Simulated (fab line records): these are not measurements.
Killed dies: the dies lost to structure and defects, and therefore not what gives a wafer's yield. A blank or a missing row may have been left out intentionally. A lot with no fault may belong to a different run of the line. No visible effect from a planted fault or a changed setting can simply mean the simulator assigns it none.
8D (eight disciplines) problem report, filled in by code | flow nand harc | the parts of the form that need people (team, actions taken, sign-off) are left out

1. THE ISSUE
killed at periphery at NHARC_END_SORT_01 reads a mean of 633.5 on 2 wafers of 2 lots; wafers without a fault read 3.9 with a standard deviation of 2.6. That is +99 or more standard deviations from the usual mean.
Seen first at day 28 08:25 on prober-01, wafer L772.1. At this step, 5 wafers from 2 lots have a number in the record. Rule for "out" (also "out of limits"): further than 4 standard deviations from the usual mean. All remaining wafers that have a number are taken as sound.

2. WHAT IT IS, AND WHAT IT ISN'T
question                    | is                               | is not
which readings at this step | killed at periphery, killed dies | killed at array, killed at other
which lots                  | L772, L775                       | -
which wafers of those lots  | L772.1, L775.2                   | L772.3, L772.5, L775.4
read on which gauges        | prober-01                        | -
when                        | from day 28 08:25                | up to then (0 sound wafers); but 3 sound wafers of L772, L775 came after

3. WHAT RULES OUT EACH SUSPECT
Counting: if a tool at a process step up to the reading ran every lot that is out, it stays a suspect. Sound lots after the first of them don't rule it out here, since some wafers of a struck lot are sound.
- the gauge at NHARC_END_SORT_01: kept. All the wafers that are out were read on prober-01, and no step on other tools shows them out.
- litho track-03 at NHARC_P_GATE_DEVELOP_45 (time 70 s): kept. It ran every lot that is out, first L772 (day 9 12:00).
- cmp-02 at NHARC_THIN_TSV_CMP_21 (polishes, t overpolish 30 s, target thk 2000 nm): kept. It ran every lot that is out, first L772 (day 27 21:52).
Still standing after the count: litho track-03 at NHARC_P_GATE_DEVELOP_45, cmp-02 at NHARC_THIN_TSV_CMP_21, prober-01 at NHARC_END_SORT_01.

4. THE CAUSE (what the simulator had put in)
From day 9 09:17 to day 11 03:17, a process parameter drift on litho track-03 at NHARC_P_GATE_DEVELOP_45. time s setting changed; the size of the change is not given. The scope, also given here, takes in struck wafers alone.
Counting left 3 suspects, and this tool is among them.

5. THE CHAIN OF EFFECTS, in route order
One row per reading whose mean, taken over the struck wafers that have a number, lies over 3 standard deviations from the usual. Only readings for which the record gives a usual standard deviation are gone through. hours: the time from each lot's start at the first step in this table that gives one to its start at this step, as a median over the lots. sigmas: the change in usual standard deviations.
hours | step              | reading             | usual | on struck wafers | change | sigmas
0     | NHARC_END_SORT_01 | killed at periphery | 3.9   | 633.5            | +629.6 | +99 or more
0     | NHARC_END_SORT_01 | killed dies         | 48    | 677              | +629   | +39

6. WHAT WOULD HAVE CAUGHT IT SOONER
In this record the first reading out of limits at a measuring or inspecting step was taken at day 28 08:25, 455 hours after the fault began at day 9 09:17.
Each of the lots that are out, 2 in all, had begun NHARC_P_GATE_DEVELOP_45 on litho track-03 no later than day 28 08:25. Holding the tool at that point would not have protected any of them.
